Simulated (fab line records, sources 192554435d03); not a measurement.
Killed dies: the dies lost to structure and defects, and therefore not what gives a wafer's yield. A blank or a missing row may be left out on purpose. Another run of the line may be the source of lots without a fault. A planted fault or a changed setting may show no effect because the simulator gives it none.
Matching of chambers || flow n5Finfet || N5_BEOL_M3_DEP_57 on pecvd-02 has 3 sister chambers
The step deposits SiCN from 3MS/NH3, target thk 8 nm, time 14 s. 3 wafers are shown with their chamber, then 7 later ones without.

## WAFERS WITH THEIR CHAMBER
{"wafer": "L083.4", "chamber": 0, "showerheadVppV (V)": 899}
{"wafer": "L085.1", "chamber": 1, "showerheadVppV (V)": 834}
{"wafer": "L085.2", "chamber": 2, "showerheadVppV (V)": 920}

## WAFERS WITHOUT THEIR CHAMBER
{"wafer": "L085.6", "showerheadVppV (V)": 845}
{"wafer": "L091.1", "showerheadVppV (V)": 896}
{"wafer": "L091.2", "showerheadVppV (V)": 896}
{"wafer": "L091.3", "showerheadVppV (V)": 829}
{"wafer": "L097.3", "showerheadVppV (V)": 823}
{"wafer": "L097.4", "showerheadVppV (V)": 900}
{"wafer": "L097.5", "showerheadVppV (V)": 908}

## WHICH CHAMBER EACH ONE RAN IN
{"wafer": "L085.6", "from the rows above": 1, "in truth": 1}
{"wafer": "L091.1", "from the rows above": 0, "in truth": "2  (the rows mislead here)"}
{"wafer": "L091.2", "from the rows above": 0, "in truth": 0}
{"wafer": "L091.3", "from the rows above": 1, "in truth": 1}
{"wafer": "L097.3", "from the rows above": 1, "in truth": 1}
{"wafer": "L097.4", "from the rows above": 0, "in truth": 0}
{"wafer": "L097.5", "from the rows above": "can't be placed: 0 or 2", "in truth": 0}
Correctly placed: 5 of 7. Unplaceable from these rows: 1, with the true chamber sitting among the candidates in 1. Placed wrongly: 1.
How it was worked out, from the rows above alone: a wafer's distance from a chamber is the root of the sum, over the readings, of the square of ((its reading less the chamber's mean) divided by the reading's scatter). If the next closest chamber is less than 2 further off than the closest, the wafer can't be placed; otherwise it belongs to the closest. A chamber's mean is the mean of its shown wafers. The scatter: with one shown wafer a chamber, the root of the mean of the squares of how far each hidden wafer lies from its nearest shown one.
